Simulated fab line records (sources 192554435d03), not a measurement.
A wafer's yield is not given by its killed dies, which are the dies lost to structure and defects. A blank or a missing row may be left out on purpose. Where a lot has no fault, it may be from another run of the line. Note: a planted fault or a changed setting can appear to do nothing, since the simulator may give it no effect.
A struck lot beside a sound one / flow n5 finfet / 29 steps out of a route of 1938
Sound: wafers L425.2, L425.3, L425.4. Wafers L428.1, L428.4, L428.5 were the ones struck. At the end, the cause is stated.
Per side, at each step with rows, come the tool, then ch with its chambers, and then its first start. Under that, the readings that differ: sound wafers / struck wafers / difference of the means / sigmas: that difference in standard deviations of wafers without a fault.
alike: words and numbers the same on both sides, and readings whose means are apart by under 2 such deviations; not compared: readings that were withheld, readings missing a value for some wafer, numbers with overlapping values and no deviation given by the record, and bounds like >300 which may hide the same value.
Wherever a step has rows on one side only, a row that says differs or no value, or a row with sigmas, the two part there. Numbers that don't overlap but have no deviation are shown without sigmas and don't part them. Lack of a reading on every wafer of one side parts them only where that side has two or more wafers.

first, 8 steps without rows for these wafers: N5_MOL_CONTACT_COAG_ANNEAL_112 (time 1800 s); N5_BEOL_M0_SAQP_PECVD_00 (deposits SiCN from 3MS/NH3, target thk 8 nm, time 14 s); N5_BEOL_M0_SAQP_ILD_DEP_01 (deposits SiOC from DEMS/O2, target thk 45.419 nm, time 8.7 s); N5_BEOL_M0_SAQP_HM_DEP_02 (deposits TiN, target thk 12 nm); N5_BEOL_M0_SAQP_PECVD_03 (deposits SiCN from 3MS/NH3, target thk 12 nm, time 21.1 s); N5_BEOL_M0_SAQP_PECVD_96 (deposits a-Si from SiH4/He, target thk 45 nm, time 45.2 s); N5_BEOL_M0_SAQP_PECVD_97 (deposits SiNx from SiH4/NH3/N2, target thk 23 nm, time 19.9 s); N5_BEOL_M0_SAQP_PECVD_04 (deposits a-Si from SiH4/He, target thk 60 nm, time 60.2 s).
N5_BEOL_M0_SAQP_HM_DEP_111: deposits SiO2 from SiH4/N2O, target thk 12 nm, time 7.2 s.
  sound on pecvd-04 ch 0,1,2, day 6 15:35; struck on pecvd-04 ch 1,2, day 7 04:19
reading=model.SiO2_of_BEOL_M0_SAQP_HM_DEP_111.thk nm (nm); sound=11.6 11.8 12.4; struck=8.2 8.4 8.4; difference=-3.6; sigmas=
  alike: heater power w, showerhead plenum p Torr
  not compared: since wet clean h
then, 12 steps without rows for these wafers: N5_BEOL_M0_SAQP_COAT_81 (time 60 s, resist thk 100 nm); N5_BEOL_M0_SAQP_COAT_82 (time 60 s, resist thk 30 nm); N5_BEOL_M0_SAQP_COAT_08 (resist thk 90 nm); N5_BEOL_M0_SAQP_EBR_10; N5_BEOL_M0_SAQP_SOFTBAKE_09 (time 60 s); N5_BEOL_M0_SAQP_EXPOSE_11 (exposes mask M0 CORE, target cd 42 nm); N5_BEOL_M0_SAQP_PEB_12 (peb time 60 s); N5_BEOL_M0_SAQP_DEVELOP_13 (develop time 30 s); N5_BEOL_M0_SAQP_DESCUM_19 (chemistry O2, time 7.9 s); N5_BEOL_M0_SAQP_ETCH_83 (etches SiARC in CF4, target depth 39 nm, time 65 s); N5_BEOL_M0_SAQP_ETCH_84 (etches SOC in N2/H2, target depth 100 nm, overetch 20 nm, time 150 s); N5_BEOL_M0_SAQP_STRIP_80 (strips in N2/H2).
N5_BEOL_M0_SAQP_HM_OPEN_112: chemistry CHF3/O2, target SiO2, stops on a-Si, target depth 12 nm, time 13.5 s.
  sound on rie diel-03 ch 1,2, day 6 16:11; struck on rie diel-03 ch 2,3, day 7 04:56
reading=model.etch.depth nm (nm); sound=11.65 11.78 12.42; struck=8.189 8.404 8.341; difference=-3.639; sigmas=
  alike: chamber pressure mTorr, drypump motor current A, oes product au, rf vpp V, showerhead plenum p Torr, throttle valve pct
  not compared: rf hours counter h
then, 3 steps without rows for these wafers: N5_BEOL_M0_SAQP_STRIP_113 (strips in CHF3/O2); N5_BEOL_M0_SAQP_MANDREL_ETCH_20 (etches a-Si in HBr/Cl2, stops on SiNx, target depth 60 nm, bt time 10 s, time 30 s); N5_BEOL_M0_SAQP_STRIP_86 (strips in N2/H2).
N5_BEOL_M0_SAQP_STRIP_115: strips in post etch residue remover, time 60 s.
  sound on wet bench-05 ch 0,6,7, day 6 16:26; struck on wet bench-05 ch 3,4,6, day 7 05:12
reading=model.SiO2_of_BEOL_M0_SAQP_HM_DEP_111.thk nm (nm); sound=11.6 11.6 12.4; struck=8 8.4 8.2; difference=-4; sigmas=
then, 1 step without rows for these wafers: N5_BEOL_M0_SAQP_SRD_93 (time 30 s).
-- the record jumps here: 2 days lie between the struck wafers' starts before and after (it left off in module BEOL_M0_SAQP and takes up again in module BEOL_M4, whose first step shown is number 1111 of the route) --
N5_BEOL_M4_RC_MEAS_101:
  sound on prober-01 ch 0, day 8 22:09; struck on prober-01 ch 0, day 9 07:19
reading=VT_N (mV); sound=250 251 251; struck=243 240 241; difference=-9; sigmas=-2
  alike: DIBL_N, DIBL_P, IOFF_N, IOFF_P, ION_N, ION_P, SS_N, SS_P, VT_P
-- the record jumps here: 4 days lie between the struck wafers' starts before and after (it left off in module BEOL_M4 and takes up again in module PASSIVATION, whose first step shown is number 1936 of the route) --
N5_PASSIVATION_PROBE_49:
  sound: prober-02 at day 13 05:28; struck: prober-01 at day 13 14:48
  alike: defect limited yield, killed_at_M0_to_M3, killed_at_M4_up, killed at contacts, killed at front end, killed at other, killed dies, killed open, killed short, sort_bin_4_leakage, sort_bin_5_function, sort_bin_6_memory, sort n pass, sort yield pct

## WHERE THEY PART
N5_BEOL_M4_RC_MEAS_101 only, going by this record. Later steps at which nothing parts them and some readings are alike: N5_PASSIVATION_PROBE_49.

WHY: whatever the simulator had introduced
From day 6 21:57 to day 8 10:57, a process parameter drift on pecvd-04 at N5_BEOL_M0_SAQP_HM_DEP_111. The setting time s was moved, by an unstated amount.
